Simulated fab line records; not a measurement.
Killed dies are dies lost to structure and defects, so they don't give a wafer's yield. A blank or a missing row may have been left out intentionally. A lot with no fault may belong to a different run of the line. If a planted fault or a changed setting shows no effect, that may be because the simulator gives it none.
fab line records	flow n5Finfet
record lots=6	wafers=18	lastDay=19
route steps=1938 shown ZERO_LAYER@12 WELL_APT@20 BEOL_M4@1111 PASSIVATION@1936
lots that met no fault: taken from a fault-free run of the same line
startH: hours from the record's opening day to when the first of the lot's shown wafers began	waitH: time in hours since the lot's previous step	" identical to the entry in the row above	L1.1+2: one row covering several wafers at once	- no value, or no start was given	* or withheld: withheld	< > ~ a bound
route shown NAME@n: a module of which the file shows steps, and the number in the route of the first	usual: mean and standard deviation over wafers with no fault	same: alike in all rows	chamber/n: place in a boat	sites: the reading at each site	_std_site: how widely they spread, as a standard deviation	_edge_site: outer sites' mean less inner sites'	radiusMm: for every site, how far away it sits from the centre of the wafer	mask NAME#n: copy n	behind: the most recent tool/chamber to have shaped the wafer	hold: the reason the lot was held/the length of the hold in hours/how it ended	device: transistor that didn't switch, given as n, p or np	end of line: the tests these same wafers got at the end of their route	step lacking rows: just its recipe	killed: at the first sort, the dies lost to defects and structure; wafer yield is something else	map: the dies of a wafer, with x for killed, . for not killed, _ for no die there
set.NAME: the run value of the setting; set.NAME@STEP: its run value at that earlier step	model.NAME: the simulator's own value behind a step, which no gauge read
lots at selected steps of the route; one table per step, one row per wafer
services: a tool's chamber out of use, with start hour (startH, from the record's first day; less than 0 if before it), hours out, and reason
## steps
# step N5_ZERO_LAYER_HARDBAKE_23
# recipe tempC=130	timeS=120
# step N5_ZERO_LAYER_CD_MEAS_11
# recipe targetCdNm=2000	landingEnergyEv=500	detector=seInlens
# usual cdNm=1999.9/2.2
lot.wafer	tool	chamber	startH	waitH	cdNm
L726.2	cdSem-03	0	18.64	-	1998.6
L726.3	"	0	"	"	1998.2
L726.6	"	0	"	"	1997.6
L729.2	cdSem-02	0	36.77	-	2001.0
L729.4	"	0	"	"	2001.0
L729.6	"	0	"	"	1997.9
L736.2	cdSem-03	0	78.64	-	1997.1
L736.4	"	0	"	"	1998.0
L736.5	"	0	"	"	1998.5
L737.1	cdSem-02	0	84.64	-	1998.4
L737.5	"	0	"	"	2002.7
L737.6	"	0	"	"	2000.4
L745.1	cdSem-03	0	132.77	-	1998.6
L745.4	"	0	"	"	1996.7
L745.5	"	0	"	"	1996.3
L746.4	cdSem-01	0	138.79	-	1996.6
L746.5	"	0	"	"	1999.0
L746.6	"	0	"	"	1997.0
# step N5_ZERO_LAYER_DESCUM_16
# recipe chemistry=O2	timeS=7.9	sourcePowerW=50	biasPowerW=20	pressureMtorr=20	rfFrequencyHz=2.712e+07	tempC=40	o2FlowSccm=225
# usual drypumpMotorCurrentA=5.6/0.49	oesProductAu=0.82/0.09	rfVppV=243.3/1.3	showerheadPlenumPTorr=2.10/0.075	throttleValvePct=20.49/0.22
lot.wafer	tool	chamber	startH	waitH	drypumpMotorCurrentA	oesProductAu	rfHoursCounterH	rfVppV	showerheadPlenumPTorr	throttleValvePct
L726.2	rieDiel-04	3	18.68	0.0	5.8	0.74	176	242.6	2.10	20.78
L726.3	"	2	"	"	5.5	0.81	89	242.4	2.01	20.09
L726.6	"	2	"	"	5.5	0.81	-	242.4	2.01	20.09
L729.2	rieDiel-04	1	36.82	0.0	5.7	0.94	14	242.7	2.06	20.48
L729.4	"	2	"	"	5.5	0.80	93	243.0	2.01	20.10
L729.6	"	2	"	"	5.5	0.80	-	242.7	2.01	20.09
L736.2	rieDiel-05	1	78.68	0.0	5.9	0.95	20	246.1	2.24	20.66
L736.4	"	3	"	"	5.0	0.93	11	241.4	2.04	20.13
L736.5	"	2	"	"	5.5	0.80	-	244.2	2.04	20.59
L737.1	rieDiel-04	2	84.68	0.0	5.5	0.80	106	241.5	2.01	20.12
L737.5	"	2	"	"	5.5	0.79	-	243.6	2.00	20.11
L737.6	"	3	"	"	5.8	0.73	-	242.9	2.09	20.80
L745.1	rieDiel-05	2	132.80	0.0	5.5	0.79	126	243.6	2.04	20.62
L745.4	"	0	"	"	4.7	0.72	179	243.6	2.18	20.68
L745.5	"	2	"	"	5.5	0.78	-	243.2	2.04	20.61
L746.4	rieDiel-05	3	139.45	0.7	4.9	0.89	29	242.4	2.03	20.16
L746.5	"	0	"	"	4.7	0.73	-	244.5	2.18	20.68
L746.6	"	1	"	"	5.9	0.91	-	244.8	2.24	20.70
# step N5_ZERO_LAYER_ETCH_17
# recipe chemistry=CF4	target=SiO2	targetDepthA=120	timeS=13.3	ionEnergyEv=350	pressureMtorr=40	sourceW=450	biasW=215	Ar_flow_sccm=100	cf4FlowSccm=100
# usual drypumpMotorCurrentA=5.6/0.49	oesProductAu=0.82/0.089	rfVppV=949/4.1	showerheadPlenumPTorr=2.15/0.063	throttleValvePct=15.71/0.23
lot.wafer	tool	chamber	startH	waitH	drypumpMotorCurrentA	oesProductAu	rfHoursCounterH	rfVppV	showerheadPlenumPTorr	throttleValvePct
L726.2	rieDiel-04	3	18.72	0.0	5.9	0.76	176	947	2.15	16.05
L726.3	"	2	"	"	5.5	0.81	89	945	2.08	15.47
L726.6	"	2	"	"	5.5	0.82	-	944	2.08	15.46
L729.2	rieDiel-04	1	36.85	0.0	5.8	0.93	14	949	2.10	15.50
L729.4	"	2	"	"	5.5	0.81	93	945	2.08	15.49
L729.6	"	2	"	"	5.5	0.80	-	944	2.08	15.46
L736.2	rieDiel-05	1	78.72	0.0	5.9	0.95	20	956	2.28	15.72
L736.4	"	3	"	"	5.0	0.94	11	945	2.11	15.42
L736.5	"	2	"	"	5.5	0.81	-	945	2.08	15.64
L737.1	rieDiel-04	2	84.71	0.0	5.5	0.81	106	945	2.08	15.48
L737.5	"	2	"	"	5.5	0.80	-	944	2.08	15.49
L737.6	"	3	"	"	5.9	0.74	-	947	2.15	16.07
L745.1	rieDiel-05	2	132.84	0.0	5.5	0.79	126	945	2.08	15.67
L745.4	"	0	"	"	4.7	0.74	179	954	2.22	15.84
L745.5	"	2	"	"	5.5	0.79	-	946	2.07	15.70
L746.4	rieDiel-05	3	139.49	0.0	5.0	0.88	29	945	2.10	15.49
L746.5	"	0	"	"	4.7	0.73	-	955	2.22	15.86
L746.6	"	1	"	"	5.9	0.91	-	958	2.27	15.76
# step N5_ZERO_LAYER_ETCH_18
# recipe chemistry=HBr/Cl2	target=Si	targetDepthA=1200	timeS=40	pressureMtorr=10	icpW=800	biasW=75	HBr_flow_sccm=150	Cl2_flow_sccm=80
# usual drypumpMotorCurrentA=5.6/0.37	oesProductAu=0.997/0.013	throttleValvePct=36.3/0.37
lot.wafer	tool	chamber	startH	waitH	drypumpMotorCurrentA	oesProductAu	rfHoursCounterH	throttleValvePct
L726.2	rieSi-02	2	18.79	0.0	5.6	1.004	164	36.8
L726.3	"	1	"	"	5.5	0.971	1	35.9
L726.6	"	1	"	"	5.5	0.972	-	35.9
L729.2	rieSi-06	2	36.92	0.0	6.0	1.007	72	36.0
L729.4	"	3	"	"	6.2	1.016	145	36.7
L729.6	"	3	"	"	6.2	1.012	-	36.7
L736.2	rieSi-06	3	78.79	0.0	6.2	1.011	146	36.7
L736.4	"	1	"	"	5.0	0.990	29	36.2
L736.5	"	2	"	"	6.0	1.011	-	36.0
L737.1	rieSi-06	1	84.79	0.0	5.0	0.993	29	36.2
L737.5	"	1	"	"	5.0	1.002	-	36.2
L737.6	"	0	"	"	5.6	0.996	-	35.9
L745.1	rieSi-06	0	132.92	0.1	5.5	0.998	175	35.9
L745.4	"	2	"	"	6.1	1.001	74	36.0
L745.5	"	3	"	"	6.2	1.008	-	36.7
L746.4	rieSi-02	0	139.56	0.0	5.6	1.011	17	35.9
L746.5	"	3	"	"	5.6	1.007	-	36.7
L746.6	"	0	"	"	5.5	1.003	-	35.9
# step N5_ZERO_LAYER_STRIP_24
# recipe chemistry=O2	powerW=1000	tempC=250	overashFraction=0.3	pressureMtorr=1000	o2FlowSccm=6750
# usual drypumpMotorCurrentA=5.85/0.061	heaterPowerW=316/31	oesProductAu=0.648/0.0044	stripTimeToEndpointS=43.87/0.09
lot.wafer	tool	chamber	startH	waitH	drypumpMotorCurrentA	heaterPowerW	oesProductAu	rfHoursCounterH	stripTimeToEndpointS
L726.2	plasmaAsher-02	0	18.89	0.1	5.77	325	0.652	77	43.88
L726.3	"	1	"	"	5.80	267	0.640	-	43.90
L726.6	"	0	"	"	5.76	336	0.648	-	43.89
L729.2	plasmaAsher-01	1	37.36	0.4	5.83	349	0.649	30	43.83
L729.4	"	1	"	"	5.83	361	0.645	-	43.77
L729.6	"	0	"	"	5.92	313	0.647	-	43.85
L736.2	plasmaAsher-02	1	78.89	0.1	5.79	267	0.657	85	43.83
L736.4	"	1	"	"	5.77	264	0.658	-	43.80
L736.5	"	0	"	"	5.77	332	0.649	-	43.88
L737.1	plasmaAsher-02	0	84.89	0.1	5.78	330	0.655	86	43.72
L737.5	"	1	"	"	5.82	271	0.650	-	43.80
L737.6	"	0	"	"	5.80	328	0.641	-	43.69
L745.1	plasmaAsher-01	0	133.03	0.1	5.95	309	0.642	49	43.98
L745.4	"	1	"	"	5.82	354	0.651	-	43.90
L745.5	"	0	"	"	5.93	321	0.647	-	43.93
L746.4	plasmaAsher-02	0	139.68	0.1	5.81	330	0.647	-	43.86
L746.5	"	0	"	"	5.78	320	0.651	-	43.88
L746.6	"	1	"	"	5.81	265	0.646	-	43.81
# step N5_ZERO_LAYER_STRIP_19
# recipe chemistry=SPM	timeS=900	tempC=130	h2so4H2o2VolRatio=4	dry=ipaMarangoni
# step N5_ZERO_LAYER_INSPECT_20
# recipe inspectInstrument=darkfield	mode=postClean
# usual rawDefectCount=32/16
lot.wafer	tool	chamber	startH	waitH	rawDefectCount
L726.2	defectInspect-01	-	19.26	0.0	39
L726.3	"	-	"	"	72
L726.6	"	-	"	"	36
L729.2	defectInspect-02	-	37.75	0.0	31
L729.4	"	-	"	"	18
L729.6	"	-	"	"	33
L736.2	defectInspect-01	-	79.26	0.0	14
L736.4	"	-	"	"	10
L736.5	"	-	"	"	14
L737.1	defectInspect-01	-	85.25	0.0	41
L737.5	"	-	"	"	32
L737.6	"	-	"	"	26
L745.1	defectInspect-02	-	133.39	0.0	31
L745.4	"	-	"	"	26
L745.5	"	-	"	"	56
L746.4	defectInspect-01	-	140.03	0.0	11
L746.5	"	-	"	"	7
L746.6	"	-	"	"	29
# step N5_WELL_APT_HMDS_01
# recipe timeS=60	tempC=120
# step N5_WELL_APT_COAT_02
# recipe spinRpm=1357	resistThkNm=950
# step N5_WELL_APT_EBR_04
# recipe solvent=PGMEA	ebrWidthMm=1.5
# step N5_WELL_APT_SOFTBAKE_03
# recipe tempC=130	timeS=60
# step N5_WELL_APT_EXPOSE_05
# recipe maskId=NWELL	na=0.8	sourceShape=conventional	sigmaOuter=0.8	polarization=unpolarized	defocusNm=0	targetCdNm=200	doseMj=20.3
lot.wafer	tool	chamber	startH	waitH	mask	model.WELL_APT.overlayXNm
L726.2+3+6	krfScanner-02	0	19.52	-	NWELL#0	5.428
L729.2+4+6	krfScanner-01	0	37.88	-	NWELL#0	-0.6361
L736.2+4+5	krfScanner-02	0	79.39	-	NWELL#0	28.28
L737.1+5+6	krfScanner-02	0	85.38	-	NWELL#0	30.57
L745.1+4+5	krfScanner-01	0	133.64	-	NWELL#0	3.183
L746.4+5+6	krfScanner-01	0	140.17	-	NWELL#0	-3.817
# step N5_WELL_APT_PEB_06
# recipe pebTempC=130	pebTimeS=90
# step N5_WELL_APT_DEVELOP_07
# recipe developTimeS=45	rinseLiquid=surfactantRinse	dry=airSpin	devTempC=21
# step N5_WELL_APT_HARDBAKE_12
# recipe tempC=130	timeS=120
# step N5_WELL_APT_CD_MEAS_08
# recipe targetCdNm=200	landingEnergyEv=500	detector=seInlens
# usual cdNm=200.6/1.5
lot.wafer	tool	chamber	startH	waitH	cdNm
L726.2	cdSem-03	0	19.69	-	200.2
L726.3	"	0	"	"	201.2
L726.6	"	0	"	"	198.9
L729.2	cdSem-01	0	38.05	-	200.1
L729.4	"	0	"	"	200.7
L729.6	"	0	"	"	198.9
L736.2	cdSem-03	0	79.56	-	201.6
L736.4	"	0	"	"	200.0
L736.5	"	0	"	"	200.4
L737.1	cdSem-01	0	85.56	-	200.4
L737.5	"	0	"	"	198.5
L737.6	"	0	"	"	200.1
L745.1	cdSem-01	0	133.81	-	198.9
L745.4	"	0	"	"	201.4
L745.5	"	0	"	"	202.6
L746.4	cdSem-02	0	140.33	-	200.5
L746.5	"	0	"	"	198.6
L746.6	"	0	"	"	201.3
# step N5_WELL_APT_OVL_MEAS_09
# recipe pointsPerWafer=44
# usual NWELL_OVL=4/5
lot.wafer	tool	chamber	startH	waitH	NWELL_OVL[nm]
L726.2	overlay-01	0	19.72	0.0	14
L726.3	"	0	"	"	11
L726.6	"	0	"	"	16
L729.2	overlay-01	0	38.08	0.0	1
L729.4	"	0	"	"	6
L729.6	"	0	"	"	4
L736.2	overlay-01	0	79.59	0.0	31
L736.4	"	0	"	"	36
L736.5	"	0	"	"	35
L737.1	overlay-01	0	85.59	0.0	33
L737.5	"	0	"	"	43
L737.6	"	0	"	"	28
L745.1	overlay-02	0	133.84	0.0	5
L745.4	"	0	"	"	6
L745.5	"	0	"	"	3
L746.4	overlay-01	0	140.36	0.0	1
L746.5	"	0	"	"	1
L746.6	"	0	"	"	-3
# step N5_WELL_APT_INSPECT_10
# recipe mode=adi	inspectInstrument=macro
# usual rawDefectCount=2.0/1.5
lot.wafer	tool	chamber	startH	waitH	rawDefectCount
L726.2	defectInspect-01	-	19.74	0.0	3
L726.3	"	-	"	"	2
L726.6	"	-	"	"	2
L729.2	defectInspect-01	-	38.10	0.0	2
L729.4	"	-	"	"	0
L729.6	"	-	"	"	1
L736.2	defectInspect-01	-	79.62	0.0	0
L736.4	"	-	"	"	2
L736.5	"	-	"	"	3
L737.1	defectInspect-01	-	85.61	0.0	1
L737.5	"	-	"	"	1
L737.6	"	-	"	"	1
L745.1	defectInspect-01	-	133.87	0.0	1
L745.4	"	-	"	"	2
L745.5	"	-	"	"	0
L746.4	defectInspect-02	-	140.38	0.0	3
L746.5	"	-	"	"	1
L746.6	"	-	"	"	6
# step N5_BEOL_M4_RC_MEAS_101
# usual DIBL_N=36.3/1.6	DIBL_P=36.4/2.1	IOFF_N=0.16/0.032	IOFF_P=0.22/0.044	ION_N=675/12	ION_P=463/8.3	SS_N=71.6/0.64	SS_P=73.3/0.67	VT_N=250/3.3	VT_P=-250/3.7
lot.wafer	tool	chamber	startH	waitH	DIBL_N[mV/V]	DIBL_P[mV/V]	IOFF_N[nA/um]	IOFF_P[nA/um]	ION_N[uA/um]	ION_P[uA/um]	SS_N[mV/dec]	SS_P[mV/dec]	VT_N[mV]	VT_P[mV]
L729.2	prober-01	0	219.13	0.2	37.4	38.4	0.19	0.25	684	468	71.2	73.8	245	-248
L729.4	"	0	"	"	37.6	38.7	0.18	0.24	682	468	72.0	73.3	249	-250
L729.6	"	0	"	"	35.2	35.4	0.15	0.20	660	463	70.3	72.8	250	-250
L726.2	prober-01	0	227.55	0.2	36.0	36.3	0.17	0.22	677	463	72.1	73.3	249	-250
L726.3	"	0	"	"	34.7	34.8	0.14	0.20	658	457	70.6	73.0	251	-252
L726.6	"	0	"	"	37.1	37.8	0.19	0.25	683	473	72.3	73.5	248	-247
L737.1	prober-01	0	279.39	0.0	36.9	37.0	0.15	0.22	674	455	71.7	73.8	250	-252
L737.5	"	0	"	"	35.9	36.0	0.14	0.20	673	460	71.3	72.7	253	-254
L737.6	"	0	"	"	35.5	35.3	0.13	0.18	665	455	71.0	72.8	254	-255
L736.2	prober-02	0	287.15	0.2	33.6	32.0	0.12	0.19	662	463	70.6	72.5	254	-250
L736.4	"	0	"	"	34.8	35.0	0.15	0.23	677	465	71.1	72.6	249	-247
L736.5	"	0	"	"	35.6	34.6	0.15	0.22	671	462	71.6	73.3	251	-247
L745.1	prober-01	0	321.61	0.0	39.1	40.5	0.25	0.32	694	475	72.6	74.5	241	-243
L745.4	"	0	"	"	36.1	36.6	0.17	0.24	680	467	72.0	73.4	247	-247
L745.5	"	0	"	"	35.1	35.8	0.16	0.24	684	477	71.2	72.7	247	-246
L746.4	prober-02	0	351.32	0.5	38.6	37.5	0.16	0.21	666	452	72.7	73.7	254	-253
L746.5	"	0	"	"	37.3	37.4	0.15	0.22	668	458	71.8	73.0	251	-251
L746.6	"	0	"	"	36.7	34.2	0.13	0.17	665	452	71.3	72.2	257	-254
# step N5_PASSIVATION_PROBE_49
# usual defectLimitedYield=91.4/1.2	killed_at_M0_to_M3=35/11	killed_at_M4_up=14/6	killedAtContacts=12/6.7	killedAtFrontEnd=37/9.7	killedAtOther=3.5/2.5	killedDies=102/15	killedOpen=67/12	killedShort=33/7.3	sort_bin_5_function=5.1/0.81	sort_bin_6_memory=3.2/0.65	sortNPass=1078/15	sortYieldPct=91.4/1.2
# same grossDies=1180	killedAtBackSide=0	sort_bin_4_leakage[%]=0	sort_bin_8_speed[%]=0
lot.wafer	tool	chamber	startH	waitH	defectLimitedYield[%]	killed_at_M0_to_M3	killed_at_M4_up	killedAtContacts	killedAtFrontEnd	killedAtOther	killedDies	killedOpen	killedShort	sort_bin_5_function[%]	sort_bin_6_memory[%]	sortNPass	sortYieldPct[%]
L737.1	prober-02	-	381.54	0.3	90.3	32	31	19	24	8	114	87	26	6.2	3.4	1066	90.3
L737.5	prober-02	-	381.74	0.5	89.9	44	34	9	23	9	119	91	27	6.1	3.6	1061	89.9
L737.6	prober-02	-	381.79	0.5	91.9	34	19	6	36	1	96	67	28	5.5	2.4	1084	91.9
# killed by level:class
L737.1 MOL_CONTACT_COAG:geometricParticle:open=17 BEOL_M4:geometricParticle:open=14 BEOL_M3:geometricParticle:open=13 STI_FIN_REVEAL:geometricParticle:open=11 BEOL_M0_SAQP:geometricParticle:short=6 BEOL_M1:geometricParticle:open=5 BEOL_M6:geometricParticle:open=5 BEOL_M0_SAQP:geometricParticle:open=4
L737.5 BEOL_M4:geometricParticle:open=16 BEOL_M1:geometricParticle:open=14 MOL_CONTACT_COAG:geometricParticle:open=8 BEOL_M2:geometricParticle:open=8 FIN_SAQP:geometricParticle:open=7 BEOL_M0_SAQP:geometricParticle:open=7 STI_FIN_REVEAL:geometricParticle:open=6 BEOL_M1:geometricParticle:short=6
L737.6 BEOL_M3:geometricParticle:open=13 BEOL_M4:geometricParticle:open=9 STI_FIN_REVEAL:geometricParticle:open=8 BEOL_M1:geometricParticle:open=6 GATE_CUT:geometricParticle:short=5 MOL_CONTACT_COAG:geometricParticle:open=5 BEOL_M2:geometricParticle:open=5 FIN_SAQP:geometricParticle:short=4
## services
tool	chamber	startH	hours	kind
rieDiel-05	3	5.89	-	clean
rieDiel-05	3	5.89	-	consumableReplace:focusRing
rieDiel-05	3	5.89	30.8	scheduledDown
rieDiel-05	3	5.89	30.8	ventCycle
krfScanner-02	-	9.26	1.3	pm
krfScanner-02	-	15.38	1.0	pm
rieDiel-05	-	25.24	0.2	repair
plasmaAsher-02	-	36.47	15.6	pm
krfScanner-02	-	38.33	3.6	pm
rieSi-06	1	51.32	10.2	repair
krfScanner-01	-	63.23	1.0	pm
krfScanner-01	0	65.47	-	calibration
krfScanner-02	-	72.32	0.8	pm
rieSi-06	-	74.60	2.8	pm
rieDiel-05	1	80.42	9.3	repair
rieSi-02	0	93.54	8.2	repair
plasmaAsher-01	-	99.91	6.3	repair
krfScanner-01	-	101.03	0.8	pm
rieDiel-04	2	105.37	13.3	repair
krfScanner-01	-	126.66	1.3	pm
krfScanner-02	0	134.65	-	calibration
## key
firstSign step=N5_WELL_APT_OVL_MEAS_09	reading=NWELL_OVL	direction=up	sigmas=6	usual=4	struck=35
effect none on later readings
modelEffect step=N5_WELL_APT_EXPOSE_05	value=WELL_APT.overlayXNm	without=0.9342	struck=29.42
metAt N5_WELL_APT_EXPOSE_05
struckWafers L736.2,L736.4,L736.5,L737.1,L737.5,L737.6
onsetBetween 19.52 79.39
fault kind=scannerMatchingOverlay	tool=krfScanner-02	chamber=-	onsetH=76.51	steps=N5_WELL_APT_EXPOSE_05	offset=28.49
